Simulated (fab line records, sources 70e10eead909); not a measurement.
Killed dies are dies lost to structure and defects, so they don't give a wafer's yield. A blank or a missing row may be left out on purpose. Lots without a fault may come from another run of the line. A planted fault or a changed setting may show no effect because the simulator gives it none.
fab line records | flow nand_harc
record lots=24 wafers=72 last_day=34
route steps=1302 shown A_CHANNEL_HOLE_D1@462 A_ONON_D2@561 A_CHANNEL_HOLE_D2@588
lots that met no fault: from a run of the same line without faults
start_h: hours from the record's first day to the start of the lot's first wafer shown | wait_h: hours since the lot's step before | " the same as in the row above | L1.1+2: a row that stands for several wafers | - no value, or no start given | * or withheld: withheld | < > ~ a bound
route shown NAME@n: a module of which the file shows steps, and the number in the route of the first | usual: mean/standard deviation of fault-free wafers | same: alike in all rows | chamber/n: place in a boat | sites: the reading at each site | _std_site: their standard deviation | _edge_site: outer sites' mean less inner sites' | radius_mm: how far each site lies from the wafer's centre | mask NAME#n: copy n | behind: the tool/chamber that last shaped the wafer | hold: why the lot was held/for how many hours/how that ended | device: the transistor (n, p or np) that didn't switch | end of line: the same wafers' tests at the end of the route | a step without rows: its recipe alone | killed: dies lost to structure and defects at the first sort, not the wafer's yield | map: a wafer's dies, x killed, . not, _ none there
set.NAME: the setting as run; set.NAME@STEP: as run at that earlier step | model.NAME: the simulator's own value behind a step, which no gauge read
steps of the route over a sample of lots; a table a step, a row a wafer
services: from which hour (start_h, from the record's first day; less than 0 if before it) a tool's chamber was out of use, for how many hours, and why
## steps
# step NHARC_A_CHANNEL_HOLE_D1_CD_MEAS_10
# recipe target_cd_nm=100 landing_energy_ev=500
# usual cd_nm=99.9/0.45
# columns lot.wafer tool chamber start_h wait_h cd_nm
L074.1 cd_sem-02 0 174.96 - 99.2
L074.2 " 0 " " 100.5
L074.4 " 0 " " 99.9
L076.1 cd_sem-02 0 190.94 - 99.5
L076.2 " 0 " " 99.0
L076.4 " 0 " " 100.1
L075.1 cd_sem-02 0 192.94 - 99.4
L075.2 " 0 " " 99.7
L075.5 " 0 " " 100.1
L077.1 cd_sem-01 0 206.16 - 99.8
L077.2 " 0 " " 100.5
L077.4 " 0 " " 99.5
L078.2 cd_sem-01 0 214.70 - 99.3
L078.4 " 0 " " 99.8
L078.5 " 0 " " 99.5
L079.1 cd_sem-02 0 223.55 - 99.7
L079.2 " 0 " " 100.2
L079.4 " 0 " " 100.2
L080.2 cd_sem-03 0 232.30 - 100.5
L080.3 " 0 " " 100.9
L080.5 " 0 " " 100.0
L081.4 cd_sem-02 0 252.44 - 99.9
L081.5 " 0 " " 99.2
L081.6 " 0 " " 100.0
L083.2 cd_sem-03 0 266.01 - 100.7
L083.3 " 0 " " 100.4
L083.5 " 0 " " 99.5
L082.4 cd_sem-02 0 267.91 - 100.6
L082.5 " 0 " " 100.4
L082.6 " 0 " " 99.9
L084.1 cd_sem-03 0 281.84 - 99.7
L084.2 " 0 " " 100.3
L084.6 " 0 " " 100.1
L086.1 cd_sem-03 0 294.24 - 100.6
L086.3 " 0 " " 100.3
L086.4 " 0 " " 100.5
L085.2 cd_sem-01 0 294.71 - 100.0
L085.3 " 0 " " 100.5
L085.6 " 0 " " 100.4
L087.4 cd_sem-02 0 302.50 - 100.6
L087.5 " 0 " " 100.4
L087.6 " 0 " " 99.7
L089.1 cd_sem-01 0 321.21 - 99.9
L089.2 " 0 " " 99.7
L089.4 " 0 " " 100.2
L088.2 cd_sem-02 0 322.63 - 100.1
L088.4 " 0 " " 99.5
L088.5 " 0 " " 98.9
L090.1 cd_sem-01 0 338.56 - 99.8
L090.3 " 0 " " 99.9
L090.4 " 0 " " 100.5
L092.2 cd_sem-02 0 356.11 - 99.7
L092.3 " 0 " " 99.4
L092.5 " 0 " " 99.7
L091.2 cd_sem-03 0 356.27 - 99.7
L091.3 " 0 " " 99.7
L091.6 " 0 " " 99.8
L093.2 cd_sem-03 0 372.67 - 100.3
L093.3 " 0 " " 100.2
L093.6 " 0 " " 100.0
L094.1 cd_sem-01 0 372.87 - 99.7
L094.3 " 0 " " 100.3
L094.4 " 0 " " 100.7
L095.2 cd_sem-01 0 387.56 - 99.7
L095.4 " 0 " " 100.0
L095.5 " 0 " " 100.0
L096.2 cd_sem-01 0 395.14 - 100.1
L096.4 " 0 " " 100.2
L096.6 " 0 " " 100.2
L097.1 cd_sem-02 0 417.76 - 99.2
L097.3 " 0 " " 100.0
L097.5 " 0 " " 99.4
# step NHARC_A_ONON_D2_THK_MEAS_24
# recipe thk_meas_gauge=ellipsometry
# usual thk_nm=998/8.7
# columns lot.wafer tool chamber start_h wait_h thk_nm
L074.1 film_metro-01 - 276.31 - 992
L074.2 " - " " 992
L074.4 " - " " 994
L076.1 film_metro-01 - 299.09 - 986
L076.2 " - " " 984
L076.4 " - " " 985
L075.1 film_metro-02 - 299.10 - 996
L075.2 " - " " 999
L075.5 " - " " 997
L077.1 film_metro-02 - 310.08 - 986
L077.2 " - " " 986
L077.4 " - " " 987
L078.2 film_metro-02 - 318.36 - 1015
L078.4 " - " " 1016
L078.5 " - " " 1016
L079.1 film_metro-02 - 333.40 - 1004
L079.2 " - " " 1002
L079.4 " - " " 1003
L080.2 film_metro-02 - 344.16 - 993
L080.3 " - " " 994
L080.5 " - " " 992
L081.4 film_metro-02 - 354.78 - 1004
L081.5 " - " " 1005
L081.6 " - " " 1004
L082.4 film_metro-01 - 370.55 - 995
L082.5 " - " " 995
L082.6 " - " " 996
L083.2 film_metro-01 - 370.90 - 996
L083.3 " - " " 996
L083.5 " - " " 996
L084.1 film_metro-01 - 394.85 - 988
L084.2 " - " " 987
L084.6 " - " " 985
L085.2 film_metro-02 - 399.70 - 990
L085.3 " - " " 990
L085.6 " - " " 988
L087.4 film_metro-01 - 399.71 - 994
L087.5 " - " " 994
L087.6 " - " " 994
L086.1 film_metro-02 - 399.85 - 997
L086.3 " - " " 998
L086.4 " - " " 997
L089.1 film_metro-02 - 422.40 - 984
L089.2 " - " " 986
L089.4 " - " " 984
L088.2 film_metro-01 - 422.64 - 1003
L088.4 " - " " 1004
L088.5 " - " " 1002
L090.1 film_metro-02 - 446.43 - 1005
L090.3 " - " " 1004
L090.4 " - " " 1006
L091.2 film_metro-01 - 460.39 - 1000
L091.3 " - " " 997
L091.6 " - " " 1001
L092.2 film_metro-02 - 460.39 - 1002
L092.3 " - " " 1002
L092.5 " - " " 1002
L093.2 film_metro-01 - 476.21 - 1001
L093.3 " - " " 1002
L093.6 " - " " 1001
L094.1 film_metro-02 - 476.23 - 1008
L094.3 " - " " 1009
L094.4 " - " " 1008
L095.2 film_metro-02 - 492.25 - 991
L095.4 " - " " 988
L095.5 " - " " 990
L096.2 film_metro-01 - 497.94 - 1017
L096.4 " - " " 1018
L096.6 " - " " 1017
L097.1 film_metro-02 - 522.03 - 999
L097.3 " - " " 998
L097.5 " - " " 999
# step NHARC_A_ONON_D2_INSPECT_32
# usual raw_defect_count=396/160
# columns lot.wafer tool chamber start_h wait_h raw_defect_count
L074.1 defect_inspect-02 - 277.99 0.0 602
L074.2 " - " " 466
L074.4 " - " " 385
L075.1 defect_inspect-02 - 300.76 0.0 551
L075.2 " - " " 664
L075.5 " - " " 644
L076.1 defect_inspect-01 - 300.77 0.0 242
L076.2 " - " " 156
L076.4 " - " " 288
L077.1 defect_inspect-02 - 311.74 0.0 456
L077.2 " - " " 166
L077.4 " - " " 268
L078.2 defect_inspect-02 - 320.05 0.0 566
L078.4 " - " " 386
L078.5 " - " " 465
L079.1 defect_inspect-01 - 335.06 0.0 300
L079.2 " - " " 256
L079.4 " - " " 317
L080.2 defect_inspect-02 - 345.86 0.0 894
L080.3 " - " " 563
L080.5 " - " " 529
L081.4 defect_inspect-02 - 356.46 0.0 234
L081.5 " - " " 397
L081.6 " - " " 478
L082.4 defect_inspect-01 - 372.22 0.0 594
L082.5 " - " " 313
L082.6 " - " " 276
L083.2 defect_inspect-01 - 372.60 0.0 403
L083.3 " - " " 450
L083.5 " - " " 270
L084.1 defect_inspect-02 - 396.51 0.0 256
L084.2 " - " " 237
L084.6 " - " " 470
L085.2 defect_inspect-02 - 401.37 0.0 368
L085.3 " - " " 471
L085.6 " - " " 580
L087.4 defect_inspect-01 - 401.37 0.0 355
L087.5 " - " " 365
L087.6 " - " " 464
L086.1 defect_inspect-01 - 401.56 0.0 439
L086.3 " - " " 577
L086.4 " - " " 433
L089.1 defect_inspect-02 - 424.09 0.0 257
L089.2 " - " " 378
L089.4 " - " " 362
L088.2 defect_inspect-02 - 424.30 0.0 450
L088.4 " - " " 365
L088.5 " - " " 509
L090.1 defect_inspect-02 - 448.10 0.0 189
L090.3 " - " " 239
L090.4 " - " " 209
L091.2 defect_inspect-02 - 462.05 0.0 304
L091.3 " - " " 334
L091.6 " - " " 323
L092.2 defect_inspect-02 - 462.13 0.0 420
L092.3 " - " " 333
L092.5 " - " " 397
L093.2 defect_inspect-01 - 477.88 0.0 316
L093.3 " - " " 480
L093.6 " - " " 359
L094.1 defect_inspect-01 - 477.95 0.0 245
L094.3 " - " " 278
L094.4 " - " " 370
L095.2 defect_inspect-02 - 494.65 0.0 400
L095.4 " - " " 812
L095.5 " - " " 548
L096.2 defect_inspect-01 - 499.61 0.0 350
L096.4 " - " " 309
L096.6 " - " " 243
L097.1 defect_inspect-02 - 524.03 0.0 206
L097.3 " - " " 303
L097.5 " - " " 345
# step NHARC_A_CHANNEL_HOLE_D2_ETCH_34
# recipe target_depth_a=1540 time_s=77 cf4_flow_sccm=100 chf3_flow_sccm=30 ar_flow_sccm=0 rf_w=500 bias_w=200 chemistry=CF4/CHF3
# usual chf3_flow_sccm=30.00/0.087 drypump_motor_current_A=5.9/0.52 mfc_ar_sccm=0.007/0.013 oes_product_au=0.951/0.023 rf_vpp_V=371.5/2.4 showerhead_plenum_p_Torr=1.60/0.068 throttle_valve_pct=16.802/0.0089
# columns lot.wafer tool chamber start_h wait_h chf3_flow_sccm drypump_motor_current_A mfc_ar_sccm oes_product_au rf_hours_counter_h rf_vpp_V showerhead_plenum_p_Torr throttle_valve_pct
L074.4 rie_diel-13 0 - - 29.94 6.2 0 0.971 6.1 373.1 1.65 16.820
L074.1 " 2 " " 30.00 5.5 0 0.960 5.8 369.5 1.50 16.791
L074.2 " 3 " " 29.95 6.5 0 0.990 6.0 368.9 1.54 16.799
L075.1 rie_diel-10 1 - - 29.97 5.4 0 0.934 2.6 367.8 1.49 16.797
L075.2 " 2 " " 29.87 5.0 0 0.957 3.0 374.6 1.68 16.792
L075.5 " 0 " " 30.15 6.7 0 0.986 - 368.6 1.56 16.805
L076.2 rie_diel-13 2 - - 29.91 5.5 0 0.953 6.9 367.7 1.50 16.808
L076.4 " 3 " " 30.06 6.5 0 0.972 6.8 369.8 1.54 16.799
L076.1 " 0 " " 30.10 6.2 0 0.951 6.8 373.4 1.65 16.797
L077.1 rie_diel-10 3 - - 29.92 5.2 0 0.972 4.8 375.6 1.68 16.794
L077.4 " 0 " " 30.01 6.7 0 0.992 4.5 369.3 1.56 16.809
L077.2 " 2 " " 29.98 5.0 0 0.968 3.6 374.5 1.68 16.819
L078.2 rie_diel-13 0 - - 30.11 6.2 0 0.926 8.4 371.5 1.65 16.789
L078.4 " 1 " " 30.02 6.2 0.006 0.932 8.3 368.8 1.58 16.804
L078.5 " 3 " " 30.08 6.5 0 0.933 - 370.7 1.54 16.795
L079.2 rie_diel-05 1 - - 30.11 5.1 0 0.931 4.9 373.3 1.68 16.803
L079.1 " 2 " " 30.01 5.7 0.038 0.944 5.8 373.8 1.68 16.800
L079.4 " 3 " " 30.04 6.1 0.030 0.909 5.2 374.1 1.66 16.812
L080.2 rie_diel-05 2 - - 30.07 5.7 0.038 0.978 6.4 374.0 1.68 16.805
L080.3 " 1 " " 29.98 5.1 0 0.981 5.7 374.8 1.68 16.802
L080.5 " 2 " " 29.99 5.7 0.038 0.978 - 374.4 1.68 16.802
L081.4 rie_diel-13 2 - - 29.93 5.5 0 0.981 1.0 367.7 1.50 16.806
L081.5 " 0 " " 29.86 6.2 0 0.963 - 373.3 1.65 16.790
L081.6 " 1 " " 30.02 6.2 0.006 0.960 - 370.5 1.58 16.811
L082.4 rie_diel-05 0 - - 30.09 6.0 0.026 0.996 7.0 371.6 1.59 16.806
L082.5 " 3 " " 30.00 6.2 0.030 0.949 - 374.3 1.66 16.795
L082.6 " 0 " " 30.05 6.0 0.026 0.998 - 370.5 1.59 16.801
L083.3 rie_diel-13 0 - - 30.15 6.2 0 0.923 2.0 372.1 1.65 16.795
L083.2 " 3 " " 30.24 6.5 0 0.928 0.9 369.5 1.54 16.809
L083.5 " 0 " " 30.07 6.2 0 0.918 - 374.0 1.65 16.793
L084.2 rie_diel-13 2 - - 30.04 5.5 0 0.909 3.2 369.0 1.50 16.807
L084.1 " 1 " " 29.96 6.2 0.006 0.916 3.3 371.8 1.58 16.809
L084.6 " 2 " " 30.17 5.6 0 0.913 - 367.7 1.50 16.810
L085.3 rie_diel-13 0 - - 29.92 6.3 0 0.965 4.2 373.3 1.65 16.799
L085.2 " 2 " " 30.15 5.5 0 0.943 3.6 369.4 1.50 16.807
L085.6 " 3 " " 30.07 6.5 0 0.967 - 370.4 1.54 16.800
L087.4 rie_diel-05 2 - - 30.08 5.7 0.038 0.934 9.7 373.4 1.68 16.800
L087.6 " 0 " " 30.08 5.9 0.026 0.938 - 373.1 1.58 16.805
L087.5 " 1 " " 30.04 5.1 0 0.923 - 372.9 1.68 16.805
L086.3 rie_diel-05 3 - - 30.14 6.2 0.030 0.908 10.7 372.1 1.66 16.805
L086.1 " 0 " " 29.86 5.9 0.026 0.929 9.4 371.4 1.59 16.804
L086.4 " 2 " " 30.01 5.7 0.038 0.922 - 374.8 1.68 16.800
L089.2 rie_diel-05 0 - - 29.98 5.9 0.026 0.955 0.2 371.4 1.58 16.801
L089.1 " 2 " " 30.14 5.7 0.038 0.971 0.3 374.4 1.68 16.799
L089.4 " 3 " " 29.90 6.2 0.030 0.972 0.2 373.3 1.66 16.811
L088.2 rie_diel-13 0 - - 30.06 6.2 0 0.963 5.7 372.3 1.65 16.803
L088.4 " 1 " " 29.92 6.2 0.006 0.949 5.4 370.0 1.58 16.803
L088.5 " 0 " " 30.02 6.2 0 0.958 - 373.1 1.65 16.825
L090.3 rie_diel-10 0 - - 30.02 6.7 0 0.934 1.8 369.6 1.56 16.809
L090.1 " 2 " " 30.04 5.0 0 0.931 2.4 373.6 1.68 16.802
L090.4 " 3 " " 29.87 5.1 0 0.910 2.0 373.5 1.68 16.802
L091.3 rie_diel-10 1 - - 30.02 5.4 0 0.987 3.1 368.5 1.49 16.795
L091.2 " 2 " " 30.28 5.0 0 0.969 3.4 375.6 1.67 16.789
L091.6 " 1 " " 30.13 5.4 0 0.979 - 368.1 1.49 16.805
L092.3 rie_diel-10 2 - - 29.94 5.0 0 0.980 3.7 373.2 1.67 16.806
L092.2 " 1 " " 29.95 5.4 0 0.961 3.5 369.4 1.49 16.806
L092.5 " 3 " " 29.95 5.2 0 0.958 - 373.3 1.68 16.792
L093.2 rie_diel-13 0 - - 30.02 6.2 0 0.956 7.4 374.0 1.65 16.805
L093.3 " 3 " " 30.06 6.5 0 0.982 6.5 370.7 1.54 16.804
L093.6 " 1 " " 29.98 6.2 0.006 0.952 - 372.4 1.58 16.801
L094.4 rie_diel-05 0 - - 30.04 5.9 0.026 0.954 2.5 371.9 1.58 16.797
L094.3 " 1 " " 30.04 5.1 0 0.967 2.2 374.4 1.68 16.807
L094.1 " 2 " " 29.91 5.7 0.038 0.983 2.5 373.8 1.68 16.782
L095.4 rie_diel-10 0 - - 30.02 6.7 0 0.935 5.6 369.4 1.56 16.810
L095.2 " 1 " " 30.07 5.4 0 0.931 5.4 366.8 1.49 16.812
L095.5 " 0 " " 29.92 6.6 0 0.938 - 369.4 1.56 16.802
L096.4 rie_diel-13 1 - - 30.11 6.2 0.006 0.941 8.9 371.5 1.58 16.808
L096.2 " 2 " " 29.94 5.5 0 0.944 8.6 366.7 1.49 16.815
L096.6 " 0 " " 29.92 6.2 0 0.950 - 372.7 1.65 16.797
L097.1 rie_diel-10 3 - - 30.01 5.2 0 0.924 7.5 374.7 1.68 16.806
L097.3 " 1 " " 30.01 5.4 0 0.936 7.2 368.8 1.48 16.794
L097.5 " 3 " " 30.06 5.2 0 0.919 - 375.0 1.68 16.804
# step NHARC_A_CHANNEL_HOLE_D2_ETCH_19
# recipe bias_v=1200 source_w=2500 pressure_mtorr=15 time_s=34.5 ar_flow_sccm=375 c4f8_flow_sccm=28.8 o2_flow_sccm=96.2 temp_c=-20 target_depth_a=* chemistry=C4F8/O2/Ar
# usual bias_v=1200/11 c4f8_flow_sccm=28.80/0.079 drypump_motor_current_A=5.82/0.15 mfc_ar_sccm=375.1/0.98 showerhead_plenum_p_Torr=3.73/0.2 throttle_valve_pct=37.038/0.0078
# columns lot.wafer tool chamber start_h wait_h bias_v c4f8_flow_sccm drypump_motor_current_A mfc_ar_sccm rf_hours_counter_h showerhead_plenum_p_Torr throttle_valve_pct
L074.2 har_etch-02 1 290.04 2.7 1208 28.83 5.68 375.0 343 3.43 37.032
L074.1 " 0 " " 1209 28.84 5.93 375.0 359 3.57 37.040
L074.4 " 1 " " 1201 28.79 5.67 376.3 - 3.43 37.021
L075.2 har_etch-02 1 304.83 0.1 1182 28.98 5.69 373.9 351 3.42 37.056
L075.1 " 0 " " 1201 28.83 5.92 373.7 367 3.56 37.028
L075.5 " 0 " " 1194 28.71 5.93 375.4 - 3.56 37.041
L076.1 har_etch-01 0 308.01 2.3 1186 28.76 6.04 375.7 161 3.73 37.024
L076.2 " 1 " " 1213 28.92 5.74 376.1 161 3.54 37.037
L076.4 " 0 " " 1200 28.71 6.05 376.4 - 3.73 37.027
L077.2 har_etch-02 0 315.82 0.1 1205 28.74 5.93 376.1 371 3.56 37.039
L077.1 " 1 " " 1195 28.86 5.68 374.9 355 3.42 37.043
L077.4 " 0 " " 1212 28.72 5.93 374.6 - 3.56 37.036
L078.2 har_etch-01 1 328.32 4.1 1190 28.79 5.71 375.5 172 3.53 37.032
L078.4 " 1 " " 1204 28.90 5.71 376.2 - 3.53 37.042
L078.5 " 1 " " 1190 28.74 5.72 375.4 - 3.53 37.038
L079.2 har_etch-02 1 339.11 0.1 1208 28.82 5.66 375.3 359 3.99 37.041
L079.1 " 0 " " 1204 28.77 5.92 375.2 390 3.55 37.031
L079.4 " 1 " " 1205 28.70 5.64 374.9 - 3.99 37.034
L080.2 har_etch-02 1 349.94 0.1 1181 28.74 5.63 375.1 363 3.98 37.031
L080.3 " 1 " " 1193 28.76 5.62 375.1 - 3.98 37.034
L080.5 " 1 " " 1196 28.79 5.65 373.7 - 3.98 37.031
L081.4 har_etch-01 1 365.49 2.5 1208 28.77 5.73 376.6 - 3.52 37.046
L081.6 " 0 " " 1194 28.94 6.00 376.2 - 3.72 37.034
L081.5 " 1 " " 1213 28.79 5.73 374.3 - 3.52 37.052
L082.4 har_etch-01 1 378.29 1.7 1208 28.64 5.74 375.2 - 3.52 37.026
L082.5 " 0 " " 1197 28.90 6.02 375.7 - 3.71 37.037
L082.6 " 1 " " 1203 28.70 5.78 374.9 - 3.52 37.053
L083.2 har_etch-02 0 378.44 0.5 1191 28.75 5.92 376.5 413 3.54 37.039
L083.3 " 1 " " 1199 28.89 5.62 375.2 - 3.97 37.032
L083.5 " 0 " " 1206 28.62 5.91 375.7 - 3.54 37.043
L084.1 har_etch-01 0 402.17 0.1 1190 28.73 5.99 374.5 218 3.70 37.036
L084.2 " 1 " " 1198 28.87 5.70 377.3 218 3.51 37.040
L084.6 " 1 " " 1188 28.88 5.72 375.1 - 3.51 37.041
L085.2 har_etch-02 1 405.45 0.1 1197 28.83 5.66 374.8 4 3.97 37.044
L085.3 " 0 " " 1225 28.91 5.91 372.8 - 3.98 37.046
L085.6 " 0 " " 1204 28.73 5.92 373.1 - 3.98 37.030
L087.4 har_etch-01 1 406.37 0.5 1220 28.77 5.70 375.8 - 3.51 37.050
L087.5 " 1 " " 1219 28.84 5.72 376.6 - 3.51 37.039
L087.6 " 0 " " 1186 28.64 6.03 375.7 - 3.70 37.040
L086.1 har_etch-02 0 409.60 2.1 1205 28.81 5.93 376.1 8 3.98 37.038
L086.3 " 1 " " 1190 28.73 5.68 375.8 - 3.96 37.035
L086.4 " 0 " " 1210 28.76 5.94 377.5 - 3.98 37.040
L089.1 har_etch-02 0 428.19 0.1 1188 28.90 5.93 376.5 19 3.97 37.047
L089.2 " 1 " " 1216 28.86 5.66 373.9 19 3.96 37.030
L089.4 " 1 " " 1210 28.79 5.64 374.0 - 3.96 37.040
L088.2 har_etch-01 1 428.40 0.1 1202 28.79 5.73 375.8 237 3.50 37.048
L088.4 " 0 " " 1214 28.72 6.04 375.2 - 3.69 37.038
L088.5 " 1 " " 1204 28.82 5.74 375.7 - 3.50 37.035
L090.1 har_etch-02 1 454.47 0.1 1183 28.92 5.64 376.6 34 3.95 37.049
L090.3 " 1 " " 1194 28.81 5.65 374.7 - 3.95 37.038
L090.4 " 0 " " 1179 28.91 5.91 375.6 - 3.97 37.046
L091.2 har_etch-02 1 467.14 1.1 1181 28.84 5.66 376.3 42 3.94 37.038
L091.3 " 1 " " 1203 28.80 5.66 376.3 - 3.94 37.044
L091.6 " 1 " " 1192 28.80 5.65 374.8 - 3.94 37.031
L092.2 har_etch-01 1 468.17 0.6 1199 28.73 5.71 375.0 263 3.48 37.032
L092.3 " 0 " " 1195 28.80 5.99 375.6 - 3.68 37.041
L092.5 " 0 " " 1185 28.83 6.00 375.6 - 3.68 37.047
L093.2 har_etch-01 0 481.97 0.1 1183 28.82 6.04 375.6 271 3.67 37.049
L093.3 " 1 " " 1226 28.77 5.72 374.2 - 3.48 37.041
L093.6 " 0 " " 1205 28.85 6.00 375.7 - 3.67 37.027
L094.1 har_etch-02 0 483.80 1.7 1208 28.87 5.94 374.9 53 3.95 37.043
L094.3 " 1 " " 1201 28.86 5.64 373.5 - 3.94 37.036
L094.4 " 0 " " 1188 28.80 5.94 378.3 - 3.95 37.031
L095.2 har_etch-02 0 503.36 0.1 1193 28.84 5.91 373.6 61 3.95 37.035
L095.4 " 1 " " 1189 28.68 5.69 375.4 - 3.93 37.040
L095.5 " 0 " " 1210 28.82 5.92 374.9 - 3.95 37.042
L096.2 har_etch-01 0 507.19 0.1 1204 28.70 6.00 375.5 282 3.67 37.041
L096.4 " 0 " " 1215 28.85 5.99 375.3 - 3.67 37.043
L096.6 " 0 " " 1215 28.71 6.03 376.0 - 3.67 37.023
L097.1 har_etch-02 0 528.54 0.1 1215 28.76 5.93 375.5 73 3.94 37.037
L097.3 " 1 " " 1194 28.69 5.64 375.3 - 3.93 37.033
L097.5 " 1 " " 1193 28.83 5.65 373.7 - 3.93 37.040
# step NHARC_A_CHANNEL_HOLE_D2_STRIP_28
# recipe o2_flow_sccm=500 ar_flow_sccm=0 bias_w=0 chemistry=O2
# usual drypump_motor_current_A=6.0/0.47 mfc_ar_sccm=0.006/0.011 oes_product_au=0.999/0.0098 rf_vpp_V=57.9/0.93 showerhead_plenum_p_Torr=3.56/0.15 throttle_valve_pct=17.037/0.0094
# columns lot.wafer tool chamber start_h wait_h drypump_motor_current_A mfc_ar_sccm oes_product_au rf_hours_counter_h rf_vpp_V showerhead_plenum_p_Torr throttle_valve_pct
L074.4 rie_diel-13 1 - - 6.2 0.006 0.992 6.5 56.7 3.55 17.041
L074.1 " 2 " " 5.5 0 0.991 6.4 57.1 3.36 17.047
L074.2 " 3 " " 6.5 0 0.994 6.4 57.6 3.45 17.032
L075.1 rie_diel-13 0 - - 6.2 0 0.999 7.3 59.2 3.69 17.047
L075.2 " 2 " " 5.6 0 0.990 7.2 57.0 3.36 17.034
L075.5 " 0 " " 6.2 0 0.996 - 58.9 3.69 17.041
L076.4 rie_diel-13 2 - - 5.6 0 0.997 7.6 56.5 3.36 17.028
L076.1 " 0 " " 6.2 0 0.996 7.9 58.2 3.69 17.049
L076.2 " 1 " " 6.2 0.006 0.994 7.8 58.8 3.55 17.027
L077.2 rie_diel-10 1 - - 5.5 0 0.990 3.9 58.3 3.34 17.050
L077.1 " 2 " " 5.0 0 1.017 3.9 57.9 3.76 17.030
L077.4 " 0 " " 6.7 0 1.013 5.1 57.5 3.49 17.030
L078.4 rie_diel-13 3 - - 6.5 0 1.002 8.7 57.6 3.45 17.044
L078.2 " 1 " " 6.2 0.006 0.995 8.8 58.7 3.54 17.037
L078.5 " 0 " " 6.2 0 0.991 - 58.9 3.69 17.042
L079.1 rie_diel-05 1 - - 5.1 0 0.986 5.3 58.6 3.76 17.040
L079.2 " 2 " " 5.7 0.038 0.998 6.1 59.2 3.77 17.033
L079.4 " 3 " " 6.2 0.030 0.979 5.7 57.0 3.72 17.044
L080.3 rie_diel-13 2 - - 5.6 0 0.994 0.6 56.8 3.36 17.041
L080.2 " 0 " " 6.2 0 0.996 0.6 57.6 3.69 17.039
L080.5 " 0 " " 6.2 0 0.998 - 57.6 3.69 17.031
L081.4 rie_diel-13 3 - - 6.5 0 1.010 0.4 55.9 3.45 17.052
L081.6 " 3 " " 6.5 0 1.005 - 57.4 3.45 17.042
L081.5 " 0 " " 6.2 0 0.996 - 58.5 3.69 17.047
L082.4 rie_diel-13 2 - - 5.5 0 0.997 2.0 59.2 3.36 17.019
L082.6 " 3 " " 6.5 0 1.009 - 59.8 3.45 17.039
L082.5 " 0 " " 6.2 0 0.998 - 58.5 3.69 17.041
L083.2 rie_diel-05 2 - - 5.7 0.038 0.987 8.7 59.5 3.77 17.021
L083.3 " 0 " " 6.0 0.026 0.998 7.4 57.3 3.55 17.042
L083.5 " 2 " " 5.7 0.038 0.992 - 57.6 3.77 17.050
L084.2 rie_diel-10 1 - - 5.5 0 0.997 6.7 57.4 3.34 17.038
L084.1 " 3 " " 5.2 0 1.000 8.0 60.4 3.76 17.029
L084.6 " 1 " " 5.5 0 0.994 - 59.3 3.34 17.027
L085.2 rie_diel-13 0 - - 6.3 0 0.994 4.7 57.7 3.69 17.016
L085.3 " 2 " " 5.5 0 0.979 4.3 58.6 3.36 17.022
L085.6 " 0 " " 6.2 0 1.006 - 58.7 3.69 17.037
L087.4 rie_diel-13 2 - - 5.5 0 0.986 4.3 56.2 3.36 17.038
L087.6 " 0 " " 6.3 0 1.003 - 59.4 3.69 17.042
L087.5 " 1 " " 6.2 0.006 0.984 - 58.7 3.54 17.024
L086.1 rie_diel-13 3 - - 6.5 0 1.024 4.1 57.9 3.45 17.042
L086.3 " 1 " " 6.2 0.006 1.008 4.6 57.7 3.54 17.036
L086.4 " 2 " " 5.5 0 0.995 4.5 58.3 3.36 17.039
L089.2 rie_diel-13 1 - - 6.2 0.006 0.993 6.0 58.8 3.54 17.040
L089.4 " 2 " " 5.5 0 0.995 5.9 58.1 3.36 17.031
L089.1 " 3 " " 6.5 0 1.022 5.1 56.0 3.45 17.039
L088.4 rie_diel-05 2 - - 5.7 0.038 0.999 0.9 57.9 3.77 17.043
L088.2 " 3 " " 6.2 0.030 1.006 0.6 57.6 3.72 17.045
L088.5 " 2 " " 5.7 0.038 1.003 - 58.0 3.77 17.029
L090.1 rie_diel-05 0 - - 5.9 0.026 0.988 1.1 59.4 3.55 17.037
L090.3 " 2 " " 5.7 0.038 0.995 1.4 57.2 3.77 17.044
L090.4 " 3 " " 6.2 0.030 0.991 1.2 59.9 3.72 17.023
L091.2 rie_diel-13 2 - - 5.6 0 1.003 7.2 57.4 3.36 17.040
L091.3 " 3 " " 6.6 0 1.014 6.1 57.0 3.45 17.024
L091.6 " 2 " " 5.5 0 0.997 - 58.0 3.36 17.044
L092.3 rie_diel-13 1 - - 6.2 0.006 0.998 7.4 56.1 3.54 17.025
L092.2 " 2 " " 5.6 0 0.997 7.3 58.0 3.35 17.037
L092.5 " 0 " " 6.2 0 1.005 - 58.5 3.69 17.038
L093.2 rie_diel-05 1 - - 5.1 0 0.997 2.6 57.9 3.76 17.032
L093.3 " 0 " " 5.9 0.026 0.995 3.1 57.5 3.55 17.018
L093.6 " 1 " " 5.1 0 0.995 - 59.6 3.76 17.028
L094.1 rie_diel-13 1 - - 6.2 0.006 0.994 8.4 57.1 3.54 17.042
L094.3 " 2 " " 5.5 0 0.980 8.1 58.6 3.35 17.044
L094.4 " 0 " " 6.3 0 0.989 8.2 58.4 3.69 17.032
L095.4 rie_diel-13 3 - - 6.5 0 1.024 8.0 56.5 3.45 17.037
L095.2 " 0 " " 6.3 0 1.001 9.2 58.6 3.69 17.054
L095.5 " 1 " " 6.2 0.006 0.986 - 58.5 3.54 17.054
L096.2 rie_diel-10 1 - - 5.4 0 1.003 6.7 57.7 3.33 17.033
L096.4 " 2 " " 5.0 0 1.002 6.9 58.0 3.75 17.035
L096.6 " 2 " " 5.0 0 0.995 - 59.6 3.75 17.034
L097.3 rie_diel-13 2 - - 5.5 0 1.002 0.3 58.5 3.35 17.044
L097.1 " 3 " " 6.5 0 1.010 0.5 57.8 3.45 17.035
L097.5 " 0 " " 6.2 0 1.004 - 57.4 3.69 17.038
## services
# columns tool chamber start_h hours kind
rie_diel-13 0 272.08 - clean
rie_diel-13 1 272.08 - clean
rie_diel-13 2 272.08 - clean
rie_diel-13 3 272.08 - clean
rie_diel-13 0 296.62 - clean
rie_diel-13 1 296.62 - clean
rie_diel-13 2 296.62 - clean
rie_diel-13 3 296.62 - clean
rie_diel-13 0 321.12 - clean
rie_diel-13 1 321.12 - clean
rie_diel-13 3 333.51 26.8 repair
rie_diel-13 - 342.00 9.0 pm
rie_diel-10 2 342.09 7.5 repair
rie_diel-10 - 362.31 1.3 repair
rie_diel-10 1 370.06 4.9 repair
har_etch-02 - 382.62 17.0 pm
rie_diel-05 - 407.28 9.0 pm
rie_diel-10 - 419.50 9.0 pm
rie_diel-10 - 436.69 0.7 repair
rie_diel-13 - 452.52 4.7 repair
rie_diel-05 3 469.33 1.5 repair
rie_diel-05 1 472.53 2.1 repair
rie_diel-13 - 519.00 9.0 pm
rie_diel-05 0 524.29 4.2 repair
## key
fault none
